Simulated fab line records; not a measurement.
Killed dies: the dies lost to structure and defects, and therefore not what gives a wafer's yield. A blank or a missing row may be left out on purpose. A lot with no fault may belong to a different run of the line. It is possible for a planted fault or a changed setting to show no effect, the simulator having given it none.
fab line records	flow n5-finfet
[record] lots = 7	wafers = 21
route steps=1938 shown BEOL_M13@1661 BEOL_M15@1801 MIM_BOT_LITHO@1858 TV_LITHO@1879 TV_OPEN@1888
start-h: hours from the record's first day to the start of the lot's first wafer shown	wait-h: time in hours since the lot's previous step	" as in the row above	L1.1+2: several wafers, shown together as one row	- either no value or no given start	* or withheld: withheld	< > ~ a bound
route shown NAME@n: NAME is a module with steps in the file, n the number in the route of the first one	usual: mean and standard deviation over wafers with no fault	same: alike in all rows	chamber/n: place in a boat	sites: the reading at each site	_std_site: the standard deviation of these	_edge_site: inner sites' mean taken away from outer sites' mean	radius-mm: for every site, how far away it sits from the centre of the wafer	mask NAME#n: copy n	behind: the tool/chamber that last shaped the wafer	hold: the reason the lot was held/the length of the hold in hours/how it ended	device: the transistor (n, p or np) that didn't switch	end of line: the tests these same wafers got at the end of their route	a step given without rows: its recipe and nothing more	killed: the dies lost at the first sort to structure and to defects; this is not the yield of the wafer	map: a wafer's dies, marking killed ones x, the rest . and places with no die _
set.NAME: the setting that was run; set.NAME@STEP: the one run at that earlier step	model.NAME: the simulator's own value behind a step, which no gauge read
lots where settings were altered on purpose, with a table for each step and a row for each wafer
[[steps]]
[step N5_BEOL_M13_COAT_58]
[recipe] resist = BARC	temp-c = 205	time-s = 60	spin-rpm = 1500	resist-thk-nm = 89
lot.wafer	tool	chamber	start-h	wait-h	set.spin-rpm	model.BARC_of_BEOL_M13_COAT_58.thk-nm
L075.2	litho-track-05	0	237.20	0.0	1571	87
L075.3	"	0	"	"	1500	88.8
L075.4	"	0	"	"	1500	89
L078.1	litho-track-03	0	248.26	0.0	1371	93.6
L078.3	"	0	"	"	1371	92.8
L078.6	"	0	"	"	1371	93
L077.1	litho-track-03	0	252.86	0.0	1500	89
L077.3	"	0	"	"	1642	85.2
L077.4	"	0	"	"	1500	89.4
L084.2	litho-track-02	0	290.29	0.0	1608	85.6
L084.4	"	0	"	"	1500	89.2
L084.6	"	0	"	"	1500	88.8
L087.1	litho-track-03	0	293.88	0.0	1500	89.4
L087.5	"	0	"	"	1500	89
L087.6	"	0	"	"	1500	89.2
L088.2	litho-track-03	0	332.36	0.0	1500	89
L088.3	"	0	"	"	1430	91
L088.6	"	0	"	"	1500	88.8
L091.1	litho-track-03	0	342.99	0.0	1427	91.6
L091.4	"	0	"	"	1427	91.8
L091.6	"	0	"	"	1500	89.4
[step N5_BEOL_M13_COAT_04]
[recipe] spin-rpm = 1625	resist-thk-nm = 400
lot.wafer	tool	chamber	start-h	wait-h	set.spin-rpm	model.coat_of_BEOL_M13_COAT_04.thk-nm
L075.2+4	litho-track-05	0	-	-	1625	400
L075.3	"	0	"	"	1625	400.4
L078.1	litho-track-03	0	-	-	1795	380.4
L078.3	"	0	"	"	1625	398.8
L078.6	"	0	"	"	1795	380
L077.1	litho-track-03	0	-	-	1625	400.6
L077.3	"	0	"	"	1625	403.2
L077.4	"	0	"	"	1672	395.4
L084.2	litho-track-02	0	-	-	1625	399.6
L084.4	"	0	"	"	1625	399.8
L084.6	"	0	"	"	1625	400
L087.1	litho-track-03	0	-	-	1625	399.6
L087.5	"	0	"	"	1625	400.4
L087.6	"	0	"	"	1625	401
L088.2	litho-track-03	0	-	-	1625	400.2
L088.3	"	0	"	"	1625	400.4
L088.6	"	0	"	"	1736	388.8
L091.1	litho-track-03	0	-	-	1509	415.4
L091.4	"	0	"	"	1625	399.2
L091.6	"	0	"	"	1625	398.4
[step N5_BEOL_M13_EBR_06]
[recipe] solvent = PGMEA	ebr-width-mm = 1.5
[step N5_BEOL_M13_SOFTBAKE_05]
[recipe] temp-c = 130	time-s = 60
[step N5_BEOL_M13_DESCUM_15]
[recipe] chemistry = O2	time-s = 7.9	source-power-w = 50	bias-power-w = 20	pressure-mtorr = 20	rf-frequency-hz = 2.712e+07	temp-c = 40	o2-flow-sccm = 225
[step N5_BEOL_M13_ETCH_59]
[recipe] chemistry = N2/H2	target = BARC	target-depth-a = 890	overetch-a = 267	time-s = 67.9	ion-energy-ev = 200	pressure-mtorr = 30	source-w = 840	bias-w = 150	n2-flow-sccm = 200	h2-flow-sccm = 200
lot.wafer	tool	chamber	start-h	wait-h	set.spin-rpm@BEOL_M13_COAT_58	model.etch.depth-nm
L075.2	rie-diel-01	2	237.71	0.0	1571	86.99
L075.3	"	0	"	"	1500	88.79
L075.4	"	1	"	"	1500	89.08
L078.1	rie-diel-04	3	248.73	0.1	1371	93.52
L078.3	"	3	"	"	1371	92.89
L078.6	"	3	"	"	1371	92.97
L077.1	rie-diel-04	1	253.86	0.0	1500	89.09
L077.3	"	2	"	"	1642	85.1
L077.4	"	1	"	"	1500	89.48
L084.2	rie-diel-03	1	290.84	0.0	1608	85.65
L084.4	"	1	"	"	1500	89.1
L084.6	"	0	"	"	1500	88.79
L087.1	rie-diel-03	3	294.27	0.0	1500	89.36
L087.5	"	1	"	"	1500	89.1
L087.6	"	2	"	"	1500	89.24
L088.2	rie-diel-01	1	332.75	0.0	1500	88.93
L088.3	"	0	"	"	1430	90.94
L088.6	"	0	"	"	1500	88.82
L091.1	rie-diel-01	1	343.54	0.0	1427	91.64
L091.4	"	2	"	"	1427	91.76
L091.6	"	2	"	"	1500	89.35
[step N5_BEOL_M13_VIA_ETCH_16]
[recipe] chemistry = C4F8/O2/Ar	target = SiOC	pressure-mtorr = 30	source-w = 3000	bias-w = 700	Ar_flow_sccm = 400	C4F8_flow_sccm = 15	O2_flow_sccm = 8	he-inner-torr = 15	he-outer-torr = 30	target-depth-a = 9217	time-s = withheld	ion-energy-ev = 250	ends = cleared
lot.wafer	tool	chamber	start-h	wait-h	set.spin-rpm@BEOL_M13_COAT_04	model.coat_of_BEOL_M13_COAT_04.thk-nm
L075.2	rie-diel-01	2	237.77	0.0	1625	74.6
L075.3	"	0	"	"	1625	71.8
L075.4	"	1	"	"	1625	69.2
L078.1	rie-diel-04	3	248.88	0.1	1795	51.4
L078.3	"	3	"	"	1625	73.4
L078.6	"	3	"	"	1795	52.2
L077.1	rie-diel-04	1	253.91	0.0	1625	73.6
L077.3	"	2	"	"	1625	73.4
L077.4	"	1	"	"	1672	64.6
L084.2	rie-diel-03	1	290.89	0.0	1625	70.4
L084.4	"	1	"	"	1625	68.4
L084.6	"	0	"	"	1625	62.4
L087.1+5	rie-diel-03	3,1	294.33	0.0	1625	71.6
L087.6	"	2	"	"	1625	69.2
L088.2	rie-diel-01	1	332.80	0.0	1625	66.8
L088.3	"	0	"	"	1625	70.2
L088.6	"	0	"	"	1736	55.4
L091.1	rie-diel-01	1	343.59	0.0	1509	82.2
L091.4	"	2	"	"	1625	65.2
L091.6	"	2	"	"	1625	62.6
[step N5_BEOL_M13_STRIP_63]
[recipe] chemistry = N2/H2	power-w = 1000	temp-c = 250	h2-frac = 0.65	overash-fraction = 0.3	pressure-mtorr = 1000	n2-flow-sccm = 1750	h2-flow-sccm = 3250
[usual] strip-time-to-endpoint-s = 27.4/1
lot.wafer	tool	chamber	start-h	wait-h	set.spin-rpm@BEOL_M13_COAT_04	strip-time-to-endpoint-s
L075.2	plasma-asher-02	0	238.01	-	1625	29.0
L075.3	"	0	"	"	1625	28.2
L075.4	"	1	"	"	1625	27.4
L078.1	plasma-asher-01	0	249.55	-	1795	22.1
L078.3	"	1	"	"	1625	28.7
L078.6	"	1	"	"	1795	22.3
L077.1	plasma-asher-02	1	254.15	-	1625	28.7
L077.3	"	0	"	"	1625	28.7
L077.4	"	1	"	"	1672	26.1
L084.2	plasma-asher-02	1	291.12	-	1625	27.8
L084.4	"	1	"	"	1625	27.2
L084.6	"	0	"	"	1625	25.4
L087.1	plasma-asher-02	0	294.56	-	1625	28.2
L087.5	"	0	"	"	1625	28.1
L087.6	"	1	"	"	1625	27.4
L088.2	plasma-asher-02	1	333.04	-	1625	26.8
L088.3	"	1	"	"	1625	27.7
L088.6	"	1	"	"	1736	23.3
L091.1	plasma-asher-02	0	343.83	-	1509	31.2
L091.4	"	0	"	"	1625	26.3
L091.6	"	1	"	"	1625	25.4
[step N5_BEOL_M13_STRIP_64]
[recipe] chemistry = N2/H2	power-w = 1000	temp-c = 250	h2-frac = 0.65	overash-fraction = 0.3	pressure-mtorr = withheld	n2-flow-sccm = 1750	h2-flow-sccm = 3250
[usual] strip-time-to-endpoint-s = 31.32/0.077
lot.wafer	tool	chamber	start-h	wait-h	set.spin-rpm@BEOL_M13_COAT_58	strip-time-to-endpoint-s
L075.2	plasma-asher-02	0	238.07	0.0	1571	30.74
L075.3	"	0	"	"	1500	31.25
L075.4	"	1	"	"	1500	31.32
L078.1	plasma-asher-01	0	249.61	0.0	1371	32.59
L078.3	"	1	"	"	1371	32.41
L078.6	"	1	"	"	1371	32.44
L077.1	plasma-asher-02	1	254.21	0.0	1500	31.34
L077.3	"	0	"	"	1642	30.19
L077.4	"	1	"	"	1500	31.45
L084.2	plasma-asher-02	1	291.18	0.0	1608	30.35
L084.4	"	1	"	"	1500	31.33
L084.6	"	0	"	"	1500	31.25
L087.1	plasma-asher-02	0	294.62	0.0	1500	31.42
L087.5	"	0	"	"	1500	31.34
L087.6	"	1	"	"	1500	31.40
L088.2	plasma-asher-02	1	333.10	0.0	1500	31.30
L088.3	"	1	"	"	1430	31.89
L088.6	"	1	"	"	1500	31.26
L091.1	plasma-asher-02	0	343.89	0.0	1427	32.05
L091.4	"	0	"	"	1427	32.09
L091.6	"	1	"	"	1500	31.42
[step N5_BEOL_M15_PEB_26]
[recipe] peb-temp-c = 130	peb-time-s = 90
lot.wafer	tool	chamber	start-h	wait-h	set.peb-temp-c
L075.2+3+4	litho-track-04	0	255.89	0.0	130
L078.1	litho-track-03	0	261.41	0.1	132.2
L078.3+6	"	0	"	"	130
L077.1+4	litho-track-03	0	265.45	0.1	130
L077.3	"	0	"	"	127.9
L087.1+5+6	litho-track-02	0	310.70	0.1	130
L084.2	litho-track-04	0	312.19	0.0	130
L084.4+6	"	0	"	"	131
L088.2+3+6	litho-track-04	0	343.86	0.0	130
L091.1+4	litho-track-04	0	362.48	0.1	130
L091.6	"	0	"	"	133.2
[step N5_BEOL_M15_DEVELOP_27]
[recipe] develop-time-s = 45	rinse-liquid = diw	dry = air-spin	dev-temp-c = 21
lot.wafer	tool	chamber	start-h	wait-h	set.develop-time-s
L075.2+3	litho-track-04	0	-	-	45
L075.4	"	0	"	"	54.58
L078.1+6	litho-track-03	0	-	-	49.62
L078.3	"	0	"	"	45
L077.1+4	litho-track-03	0	-	-	52.44
L077.3	"	0	"	"	45
L087.1+5+6	litho-track-02	0	-	-	45
L084.2+4+6	litho-track-04	0	-	-	45
L088.2	litho-track-04	0	-	-	49.58
L088.3+6	"	0	"	"	45
L091.1	litho-track-04	0	-	-	49.16
L091.4+6	"	0	"	"	45
[step N5_BEOL_M15_HARDBAKE_32]
[recipe] temp-c = 130	time-s = 120
[step N5_BEOL_M15_CD_MEAS_28]
[recipe] target-cd-nm = 407.6	landing-energy-ev = 500	detector = se-inlens
[usual] cd-nm = 408.5/1.5
lot.wafer	tool	chamber	start-h	wait-h	set.peb-temp-c@BEOL_M15_PEB_26	cd-nm
L075.2	cd-sem-01	0	256.01	-	130	409.1
L075.3	"	0	"	"	130	409.5
L075.4	"	0	"	"	130	410.1
L078.1	cd-sem-02	0	261.52	-	132.2	418.4
L078.3	"	0	"	"	130	409.0
L078.6	"	0	"	"	130	409.0
L077.1	cd-sem-02	0	265.56	-	130	407.2
L077.3	"	0	"	"	127.9	397.8
L077.4	"	0	"	"	130	407.0
L087.1	cd-sem-01	0	310.81	-	130	409.2
L087.5	"	0	"	"	130	409.7
L087.6	"	0	"	"	130	409.0
L084.2	cd-sem-02	0	312.31	-	130	408.5
L084.4	"	0	"	"	131	411.7
L084.6	"	0	"	"	131	412.5
L088.2	cd-sem-01	0	343.98	-	130	409.0
L088.3	"	0	"	"	130	409.2
L088.6	"	0	"	"	130	410.0
L091.1	cd-sem-02	0	362.60	-	130	407.0
L091.4	"	0	"	"	130	405.9
L091.6	"	0	"	"	133.2	419.6
[step N5_BEOL_M15_DESCUM_33]
[recipe] chemistry = O2	time-s = 7.9	source-power-w = 50	bias-power-w = 20	pressure-mtorr = 20	rf-frequency-hz = 2.712e+07	temp-c = 40	o2-flow-sccm = 225
lot.wafer	tool	chamber	start-h	wait-h	set.peb-temp-c@BEOL_M15_PEB_26	model.BEOL_M15.cd-nm
L075.2	rie-diel-03	0	256.17	0.1	130	409
L075.3	"	3	"	"	130	409.6
L075.4	"	1	"	"	130	410
L078.1	rie-diel-04	3	261.61	0.0	132.2	418
L078.3	"	1	"	"	130	408.8
L078.6	"	0	"	"	130	409.2
L077.1	rie-diel-04	1	265.65	0.0	130	407.4
L077.3	"	3	"	"	127.9	-
L077.4	"	1	"	"	130	407
L087.1+6	rie-diel-01	0,3	312.40	1.5	130	409.2
L087.5	"	0	"	"	130	409.6
L084.2	rie-diel-03	2	314.57	2.2	130	408.4
L084.4	"	0	"	"	131	411.8
L084.6	"	0	"	"	131	412.4
L088.2+3	rie-diel-04	0,1	344.06	0.0	130	409.8
L088.6	"	0	"	"	130	410
L091.1	rie-diel-01	1	362.84	0.2	130	406.8
L091.4	"	3	"	"	130	406.2
L091.6	"	0	"	"	133.2	419.4
[step N5_BEOL_M15_ETCH_61]
[recipe] chemistry = N2/H2	target = BARC	target-depth-a = 890	overetch-a = 267	time-s = 67.9	ion-energy-ev = 200	pressure-mtorr = 30	source-w = 840	bias-w = 150	n2-flow-sccm = 200	h2-flow-sccm = 200
[step N5_BEOL_M15_TRENCH_ETCH_34]
[recipe] chemistry = C4F8/O2/Ar	target = SiO2	target-depth-a = 8729.3	he-inner-torr = 15	he-outer-torr = 30	time-s = 199	ion-energy-ev = 800	pressure-mtorr = 20	source-w = 1905	bias-w = 2040	Ar_flow_sccm = 400	C4F8_flow_sccm = 16	O2_flow_sccm = 12
lot.wafer	tool	chamber	start-h	wait-h	set.peb-temp-c@BEOL_M15_PEB_26	model.BEOL_M15.cd-nm
L075.2	rie-diel-03	0	256.26	0.0	130	402.4
L075.3	"	3	"	"	130	401.8
L075.4	"	1	"	"	130	402
L078.1	rie-diel-04	3	261.70	0.0	132.2	410.2
L078.3+6	"	1,0	"	"	130	400.4
L077.1	rie-diel-04	1	265.74	0.0	130	399.2
L077.3	"	3	"	"	127.9	390
L077.4	"	1	"	"	130	398.4
L087.1	rie-diel-01	0	312.49	0.0	130	401.4
L087.5	"	0	"	"	130	402
L087.6	"	3	"	"	130	402.2
L084.2	rie-diel-03	2	314.66	0.0	130	401
L084.4	"	0	"	"	131	404.4
L084.6	"	0	"	"	131	405.4
L088.2+6	rie-diel-04	0	344.15	0.0	130	401.6
L088.3	"	1	"	"	130	401.4
L091.1	rie-diel-01	1	362.93	0.0	130	399.8
L091.4	"	3	"	"	130	399
L091.6	"	0	"	"	133.2	411.6
[step N5_MIM_BOT_LITHO_EXPOSE_05]
[recipe] mask-id = MIM_BOT	na = 0.55	source-shape = conventional	sigma-outer = 0.8	polarization = unpolarized	dose-mj = 24.25
lot.wafer	tool	chamber	start-h	wait-h	mask	set.dose-mj
L075.2+3	krf-scanner-02	0	262.84	-	MIM_BOT#0	23.36
L075.4	"	0	"	"	MIM_BOT#0	24.25
L078.1	krf-scanner-01	0	268.59	-	MIM_BOT#0	24.25
L078.3+6	"	0	"	"	MIM_BOT#0	25.66
L077.1+3	krf-scanner-01	0	272.46	-	MIM_BOT#0	24.25
L077.4	"	0	"	"	MIM_BOT#0	22.74
L087.1+5+6	krf-scanner-01	0	320.53	-	MIM_BOT#0	24.25
L084.2+6	krf-scanner-02	0	323.40	-	MIM_BOT#0	22.94
L084.4	"	0	"	"	MIM_BOT#0	24.25
L088.2	krf-scanner-02	0	354.12	-	MIM_BOT#0	23.75
L088.3+6	"	0	"	"	MIM_BOT#0	24.25
L091.1+6	krf-scanner-02	0	371.08	-	MIM_BOT#0	25.78
L091.4	"	0	"	"	MIM_BOT#0	24.25
[step N5_MIM_BOT_LITHO_DEVELOP_07]
[recipe] develop-time-s = 60	rinse-liquid = diw	dry = air-spin	dev-temp-c = 21
lot.wafer	tool	chamber	start-h	wait-h	set.develop-time-s
L075.2+3+4	litho-track-04	0	-	-	60
L078.1+3+6	litho-track-03	0	-	-	60
L077.1+3+4	litho-track-01	0	-	-	60
L087.1+5+6	litho-track-03	0	-	-	60
L084.2+6	litho-track-03	0	-	-	60
L084.4	"	0	"	"	68.02
L088.2+6	litho-track-01	0	-	-	60
L088.3	"	0	"	"	70.31
L091.1+6	litho-track-03	0	-	-	60
L091.4	"	0	"	"	53.82
[step N5_MIM_BOT_LITHO_HARDBAKE_09]
[recipe] temp-c = 130	time-s = 120
[step N5_MIM_BOT_LITHO_CD_MEAS_08]
[recipe] target-cd-nm = 3000	landing-energy-ev = 500	detector = se-inlens	polarity = opening
[usual] cd-nm = 2999.8/1.6
lot.wafer	tool	chamber	start-h	wait-h	set.dose-mj@MIM_BOT_LITHO_EXPOSE_05	cd-nm
L075.2	cd-sem-01	0	263.02	-	23.36	2992.0
L075.3	"	0	"	"	23.36	2992.4
L075.4	"	0	"	"	24.25	2997.1
L078.1	cd-sem-01	0	268.76	-	24.25	3000.7
L078.3	"	0	"	"	25.66	3010.5
L078.6	"	0	"	"	25.66	3011.5
L077.1	cd-sem-02	0	272.63	-	24.25	3003.3
L077.3	"	0	"	"	24.25	3001.0
L077.4	"	0	"	"	22.74	2992.8
L087.1	cd-sem-02	0	320.70	-	24.25	3002.6
L087.5	"	0	"	"	24.25	3001.4
L087.6	"	0	"	"	24.25	3001.4
L084.2	cd-sem-01	0	323.57	-	22.94	2988.8
L084.4	"	0	"	"	24.25	3003.1
L084.6	"	0	"	"	22.94	2989.2
L088.2	cd-sem-02	0	354.30	-	23.75	2996.2
L088.3	"	0	"	"	24.25	3002.8
L088.6	"	0	"	"	24.25	2998.7
L091.1	cd-sem-01	0	371.25	-	25.78	3009.0
L091.4	"	0	"	"	24.25	2998.7
L091.6	"	0	"	"	25.78	3011.8
[step N5_PASSIVATION_EXPOSE_07]
[recipe] mask-id = TV	na = 0.55	source-shape = conventional	sigma-outer = 0.8	polarization = unpolarized	defocus-nm = 0	target-cd-nm = 3000	dose-mj = 22.75
lot.wafer	tool	chamber	start-h	wait-h	mask	set.dose-mj
L075.2+3+4	krf-scanner-02	0	265.49	-	TV#0	22.75
L078.1+3+6	krf-scanner-02	0	271.49	-	TV#0	22.75
L077.1	krf-scanner-02	0	275.04	-	TV#0	24.22
L077.3+4	"	0	"	"	TV#0	22.75
L087.1+5+6	krf-scanner-02	0	322.24	-	TV#0	22.75
L084.2+4	krf-scanner-01	0	328.56	-	TV#0	24.18
L084.6	"	0	"	"	TV#0	22.75
L088.2+3	krf-scanner-01	0	356.74	-	TV#0	21.63
L088.6	"	0	"	"	TV#0	22.75
L091.1+4	krf-scanner-02	0	374.98	-	TV#0	21.55
L091.6	"	0	"	"	TV#0	22.75
[step N5_PASSIVATION_PEB_08]
[recipe] peb-temp-c = withheld	peb-time-s = *
[step N5_PASSIVATION_DEVELOP_09]
[recipe] develop-time-s = 60	rinse-liquid = diw	dry = air-spin	dev-temp-c = 21
[step N5_PASSIVATION_HARDBAKE_11]
[recipe] temp-c = 130	time-s = 120
[step N5_PASSIVATION_CD_MEAS_10]
[recipe] target-cd-nm = 3000	landing-energy-ev = 500	detector = se-inlens
[usual] cd-nm = 3000.3/1.6
lot.wafer	tool	chamber	start-h	wait-h	set.dose-mj@PASSIVATION_EXPOSE_07	cd-nm
L075.2	cd-sem-01	0	265.66	-	22.75	2999.0
L075.3	"	0	"	"	22.75	3000.3
L075.4	"	0	"	"	22.75	2999.4
L078.1	cd-sem-02	0	271.67	-	22.75	2999.4
L078.3	"	0	"	"	22.75	2999.1
L078.6	"	0	"	"	22.75	3001.4
L077.1	cd-sem-03	0	275.22	-	24.22	3011.7
L077.3	"	0	"	"	22.75	3000.1
L077.4	"	0	"	"	22.75	2999.8
L087.1	cd-sem-02	0	322.42	-	22.75	2999.7
L087.5	"	0	"	"	22.75	2997.5
L087.6	"	0	"	"	22.75	3000.2
L084.2	cd-sem-03	0	328.74	-	24.18	3013.7
L084.4	"	0	"	"	24.18	3014.1
L084.6	"	0	"	"	22.75	3001.4
L088.2	cd-sem-03	0	356.91	-	21.63	2986.3
L088.3	"	0	"	"	21.63	2987.2
L088.6	"	0	"	"	22.75	2996.5
L091.1	cd-sem-03	0	375.16	-	21.55	2986.4
L091.4	"	0	"	"	21.55	2987.1
L091.6	"	0	"	"	22.75	2999.0
[step N5_PASSIVATION_VIA_ETCH_13]
[recipe] chemistry = CHF3/O2	target = SiO2	target-depth-a = 6600	CHF3_flow_sccm = 50	O2_flow_sccm = 5	Ar_flow_sccm = 200	time-s = 330	mask-material = PR	pressure-mtorr = 30	source-w = 650	bias-w = 170	ion-energy-ev = 200	ends = cleared
[usual] etch-rf-on-time-s = 236/4.3	rf-vpp-V = 526/5
lot.wafer	tool	chamber	start-h	wait-h	set.source-w	etch-rf-on-time-s	rf-vpp-V
L075.2	rie-diel-04	3	266.13	0.0	650	240	520
L075.3	"	1	"	"	759	225	489
L075.4	"	3	"	"	759	231	480
L078.1	rie-diel-01	1	272.16	0.0	650	234	530
L078.3	"	2	"	"	650	229	523
L078.6	"	3	"	"	650	233	531
L077.1	rie-diel-04	0	275.47	0.0	541	252	586
L077.3	"	1	"	"	541	255	579
L077.4	"	0	"	"	650	238	535
L087.1	rie-diel-04	3	322.72	0.0	650	241	518
L087.5	"	2	"	"	650	236	522
L087.6	"	1	"	"	650	239	528
L084.2	rie-diel-04	3	329.11	0.0	650	241	518
L084.4	"	2	"	"	650	239	522
L084.6	"	0	"	"	650	237	536
L088.2	rie-diel-01	3	357.54	0.0	722.9	220	505
L088.3	"	1	"	"	650	238	530
L088.6	"	3	"	"	650	236	531
L091.1	rie-diel-03	3	375.48	0.0	760.5	220	486
L091.4	"	0	"	"	760.5	220	484
L091.6	"	0	"	"	650	236	524
[[key]]
[split] step = N5_BEOL_M13_COAT_58	setting = spin-rpm	stated = 1500	by = wafer
[response] step = N5_BEOL_M13_COAT_58	reading = model.BARC_of_BEOL_M13_COAT_58.thk-nm	change = -0.441	per = 1%	r = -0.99
[response] step = N5_BEOL_M13_ETCH_59	reading = model.etch.depth-nm	change = -0.447	per = 1%	r = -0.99
[response] step = N5_BEOL_M13_STRIP_64	reading = strip-time-to-endpoint-s	change = *	per = 1%	r = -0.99
[split] step = N5_BEOL_M13_COAT_04	setting = spin-rpm	stated = 1625	by = wafer
[response] step = N5_BEOL_M13_COAT_04	reading = model.coat_of_BEOL_M13_COAT_04.thk-nm	change = -1.91	per = 1%	r = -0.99
[response] step = N5_BEOL_M13_VIA_ETCH_16	reading = model.coat_of_BEOL_M13_COAT_04.thk-nm	change = -2.19	per = 1%	r = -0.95
[response] step = N5_BEOL_M13_STRIP_63	reading = strip-time-to-endpoint-s	change = *	per = 1%	r = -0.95
[split] step = N5_BEOL_M15_PEB_26	setting = peb-temp-c	stated = 130	by = wafer
[response] step = N5_BEOL_M15_CD_MEAS_28	reading = cd-nm	change = +5.45	per = 1%	r = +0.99
[response] step = N5_BEOL_M15_DESCUM_33	reading = model.BEOL_M15.cd-nm	change = +5.24	per = 1%	r = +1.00
[response] step = N5_BEOL_M15_TRENCH_ETCH_34	reading = model.BEOL_M15.cd-nm	change = +5.26	per = 1%	r = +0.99
[split] step = N5_BEOL_M15_DEVELOP_27	setting = develop-time-s	stated = 45	by = wafer
response none clear
[split] step = N5_MIM_BOT_LITHO_EXPOSE_05	setting = dose-mj	stated = 24.25	by = wafer
[response] step = N5_MIM_BOT_LITHO_CD_MEAS_08	reading = cd-nm	change = +1.85	per = 1%	r = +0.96
[split] step = N5_MIM_BOT_LITHO_DEVELOP_07	setting = develop-time-s	stated = 60	by = wafer
response none clear
[split] step = N5_PASSIVATION_EXPOSE_07	setting = dose-mj	stated = 22.75	by = wafer
[response] step = N5_PASSIVATION_CD_MEAS_10	reading = cd-nm	change = +2	per = 1%	r = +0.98
[split] step = N5_PASSIVATION_VIA_ETCH_13	setting = source-w	stated = 650	by = wafer
[response] step = N5_PASSIVATION_VIA_ETCH_13	reading = etch-rf-on-time-s	change = *	per = 1%	r = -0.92
[response] step = N5_PASSIVATION_VIA_ETCH_13	reading = rf-vpp-V	change = -2.38	per = 1%	r = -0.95
